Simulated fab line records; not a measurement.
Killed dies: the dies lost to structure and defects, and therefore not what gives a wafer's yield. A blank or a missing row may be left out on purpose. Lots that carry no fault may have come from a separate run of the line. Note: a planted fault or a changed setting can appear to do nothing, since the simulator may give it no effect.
Matching of chambers | flow n5-finfet | N5_BEOL_M9_PECVD_70 on pecvd-03: 3 sister chambers
The step deposits SiO2 from TEOS/O2, target thk 20 nm, time 22.7 s. 3 wafers are shown with their chamber, then 7 later ones without.

## EACH WAFER AND ITS CHAMBER
wafer  | chamber | showerhead-plenum-p-Torr (Torr)
L086.1 | 0       | 8.91
L086.2 | 1       | 8.81
L087.3 | 2       | 8.67

## WAFERS MISSING THEIR CHAMBER
wafer  | showerhead-plenum-p-Torr (Torr)
L087.4 | 8.83
L092.2 | 8.70
L092.3 | 8.91
L092.4 | 8.66
L096.3 | 8.79
L096.5 | 8.69
L096.6 | 8.80

## THE CHAMBER EACH PASSED THROUGH
wafer  | from the rows above | in truth
L087.4 | 1                   | 1
L092.2 | 2                   | 2
L092.3 | 0                   | 0
L092.4 | 2                   | 2
L096.3 | 1                   | 1
L096.5 | 2                   | 2
L096.6 | 1                   | 1
7 of 7 placed correctly. From these rows, 0 cannot be placed. Wrongly placed: 0.
How it was worked out, from the rows above alone: a wafer's distance from a chamber is the root of the sum, over the readings, of the square of ((its reading less the chamber's mean) divided by the reading's scatter). The wafer belongs to the nearest chamber; if the next one is less than 2 further off, it can't be placed. The mean given for a chamber averages the wafers shown for that chamber. The scatter (one wafer shown for each chamber): square how far every hidden wafer sits from the nearest shown wafer, average those squares and take the square root.
